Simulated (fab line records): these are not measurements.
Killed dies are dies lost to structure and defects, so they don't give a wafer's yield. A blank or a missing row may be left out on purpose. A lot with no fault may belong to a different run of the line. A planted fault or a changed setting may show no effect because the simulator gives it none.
Comparing a struck lot with a sound one :: flow nand harc :: 16 out of 1302 route steps
Sound: these wafers, L896.1, L896.2, L896.5. Struck: wafers L902.3, L902.6. (L902.1 of the same lot was not struck and is left out.) The cause comes at the end.
At each step with rows: each side's tool, then ch and its chambers, then its first start. Under that, the readings that differ: sound wafers :: struck wafers :: difference of the means :: sigmas: that difference in standard deviations of wafers without a fault.
alike: a reading whose means differ by less than 2 such deviations, as well as words and numbers matching on both sides. not compared: withheld readings; readings where some wafer has no value; bounds like >300 that might hide an equal value; numbers whose values overlap and for which the record gives no deviation.
A row with sigmas, a row that says differs or no value, or rows on one side alone: a step with any of these is where the two part. Numbers that don't overlap but have no deviation are shown without sigmas and don't part them. Lack of a reading on every wafer of one side parts them only where that side has two or more wafers.

NHARC_A_ONON_D2_THK_MEAS_08: measures by ellipsometry.
  sound on film metro-02, day 16 03:28; struck on film metro-01, day 18 14:02
  alike: thk nm
then, 1 step without rows for these wafers: NHARC_A_ONON_D2_DEP_09 (target thk 1000 nm).
NHARC_A_ONON_D2_THK_MEAS_11: measures by ellipsometry.
  sound on film metro-01, day 16 04:02; struck on film metro-01, day 18 14:35
  alike: thk nm
then, 1 step without rows for these wafers: NHARC_A_ONON_D2_DEP_12 (target thk 1000 nm).
NHARC_A_ONON_D2_THK_MEAS_14: measures by ellipsometry.
  sound on film metro-01, day 16 04:36; struck on film metro-01, day 18 15:09
  alike: thk nm
then, 2 steps without rows for these wafers: NHARC_A_ONON_D2_ANNEAL_15 (time 3600 s); NHARC_A_ONON_D2_DEP_16 (target thk 1000 nm).
NHARC_A_ONON_D2_THK_MEAS_18: measures by ellipsometry.
  sound on film metro-01, day 16 17:33; struck on film metro-02, day 18 22:52
  alike: thk nm
then, 1 step without rows for these wafers: NHARC_A_ONON_D2_DEP_19 (target thk 1000 nm).
NHARC_A_ONON_D2_THK_MEAS_21: measures by ellipsometry.
  sound on film metro-01, day 16 18:08; struck on film metro-01, day 18 23:26
  alike: thk nm
then, 1 step without rows for these wafers: NHARC_A_ONON_D2_DEP_22 (target thk 1000 nm).
NHARC_A_ONON_D2_THK_MEAS_24: measures by ellipsometry.
  sound on film metro-01, day 16 18:43; struck on film metro-01, day 19 00:00
  alike: thk nm
NHARC_A_ONON_D2_DEP_25: target thk 1000 nm.
  sound on pecvd onon-04 ch 0, day 16 18:46; struck on pecvd onon-04 ch 0, day 19 00:03
NHARC_A_ONON_D2_THK_MEAS_27: measures by ellipsometry.
  sound on film metro-01, day 16 19:17; struck on film metro-02, day 19 00:34
reading: thk nm (nm)
sound: 1020 1018 1021
struck: 1353 1352
difference: +333
sigmas: +30
then, 1 step without rows for these wafers: NHARC_A_ONON_D2_DEP_28 (target thk 1000 nm).
-- the record jumps here: 12 days lie between the struck wafers' starts before and after (it left off in module A_ONON_D2 and takes up again in module END, whose first step shown is number 1302 of the route) --
NHARC_END_SORT_01:
  the record has rows for the struck wafers here (prober-02 ch 0, day 31 06:24) and none for the sound ones

== WHERE THEY PART ==
Last at NHARC_END_SORT_01 as far as this record goes, first at NHARC_A_ONON_D2_THK_MEAS_27.

WHY: what the simulator had put in
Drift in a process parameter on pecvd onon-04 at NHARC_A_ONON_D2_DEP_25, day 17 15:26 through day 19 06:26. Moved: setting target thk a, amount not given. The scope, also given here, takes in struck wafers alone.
